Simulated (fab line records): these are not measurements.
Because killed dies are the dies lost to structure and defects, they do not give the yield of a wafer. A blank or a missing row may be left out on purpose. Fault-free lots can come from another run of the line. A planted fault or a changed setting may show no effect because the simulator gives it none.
A lot that was struck, set against a sound lot    flow n5 finfet    28 out of 1938 route steps
Sound: these wafers, L378.2, L378.4, L378.5. The struck wafers were L374.2, L374.3, L374.5. The cause is named last.
Order at every step that has rows: each side's tool, ch and its chambers, its first start. Under that, the readings that differ: sound wafers    struck wafers    difference of the means    sigmas: that difference in standard deviations of wafers without a fault.
alike: words and numbers the same on both sides, and readings whose means are apart by under 2 such deviations; not compared: readings that were withheld, readings missing a value for some wafer, numbers with overlapping values and no deviation given by the record, and bounds like >300 which may hide the same value.
A row with sigmas, a row that says differs or no value, or rows on one side alone: a step with any of these is where the two part. Numbers that don't overlap but have no deviation are shown without sigmas and don't part them. A reading that every wafer of one side lacks parts them only if that side has two wafers or more.

first, 9 steps without rows for these wafers: N5_BEOL_M4_COAT_05 (resist thk 30 nm); N5_BEOL_M4_EBR_07; N5_BEOL_M4_SOFTBAKE_06 (time 60 s); N5_BEOL_M4_EXPOSE_08 (exposes mask M4); N5_BEOL_M4_PEB_09 (peb time 60 s); N5_BEOL_M4_DEVELOP_10 (develop time 30 s); N5_BEOL_M4_DESCUM_16 (chemistry O2, time 7 s); N5_BEOL_M4_ETCH_74 (etches underlayer in N2/H2, target depth 6.5 nm, time 5.2 s); N5_BEOL_M4_ETCH_63 (etches SiARC in CF4, target depth 15.6 nm, time 26 s).
N5_BEOL_M4_ETCH_64: etches SOC in N2/H2, target depth 75 nm, overetch 22.5 nm, time 121.9 s.
  sound on rie diel-04 ch 0,1, day 13 07:26; struck on rie diel-01 ch 0,3, day 11 04:50
  alike: drypump motor current A, oes product au, rf vpp V, showerhead plenum p Torr, temp c, throttle valve pct
  not compared: rf hours counter h
then, 14 steps without rows for these wafers: N5_BEOL_M4_STRIP_65 (strips in N2/H2); N5_BEOL_M4_STRIP_75 (strips in N2/H2); N5_BEOL_M4_STRIP_66 (strips in CF4); N5_BEOL_M4_HM_OPEN_17 (chemistry Cl2/BCl3, target TiN, target depth 20 nm, overetch 6 nm); N5_BEOL_M4_STRIP_19 (strips in O2); N5_BEOL_M4_COAT_67 (time 60 s, resist thk 60 nm); N5_BEOL_M4_COAT_68 (time 60 s, resist thk 12 nm); N5_BEOL_M4_COAT_76 (time 60 s, resist thk 5 nm); N5_BEOL_M4_COAT_22 (resist thk 30 nm); N5_BEOL_M4_EBR_24; N5_BEOL_M4_SOFTBAKE_23 (time 60 s); N5_BEOL_M4_EXPOSE_25 (exposes mask V3, defocus 5 nm); N5_BEOL_M4_PEB_26 (peb time 60 s); N5_BEOL_M4_DEVELOP_27 (develop time 30 s).
N5_BEOL_M4_INSPECT_30: inspects for defects (brightfield).
  sound: defect inspect-01 at day 13 08:20; struck: defect inspect-01 at day 11 05:59
reading           sound        struck          difference  sigmas
raw defect count  676 361 334  1607 1601 1559  +1132       +11
then, 1 step without rows for these wafers: N5_BEOL_M4_DESCUM_33 (chemistry O2, time 7 s).
N5_BEOL_M4_RC_MEAS_101:
  sound on prober-01 ch 0, day 14 05:50; struck on prober-02 ch 0, day 12 12:58
reading         sound              struck             difference  sigmas
IOFF_N (nA/um)  0.184 0.182 0.226  0.117 0.126 0.185  -0.055      -2
SS_N (mV/dec)   71.8 72.7 72.9     70.1 70.9 71.2     -1.7        -3
  alike: DIBL_N, DIBL_P, IOFF_P, ION_N, ION_P, SS_P, VT_N, VT_P
-- here the record skips 4 days between the struck wafers' starts before and after, leaving off in module BEOL_M4 and picking up in module PASSIVATION (first step shown: number 1936 of the route) --
N5_PASSIVATION_PROBE_49:
  record: rows for the struck wafers here (prober-01, day 16 15:55), none for the sound ones

WHERE THEY PART
Earliest at N5_BEOL_M4_INSPECT_30; latest, in this record, at N5_PASSIVATION_PROBE_49.

WHY: what had been put in by the simulator
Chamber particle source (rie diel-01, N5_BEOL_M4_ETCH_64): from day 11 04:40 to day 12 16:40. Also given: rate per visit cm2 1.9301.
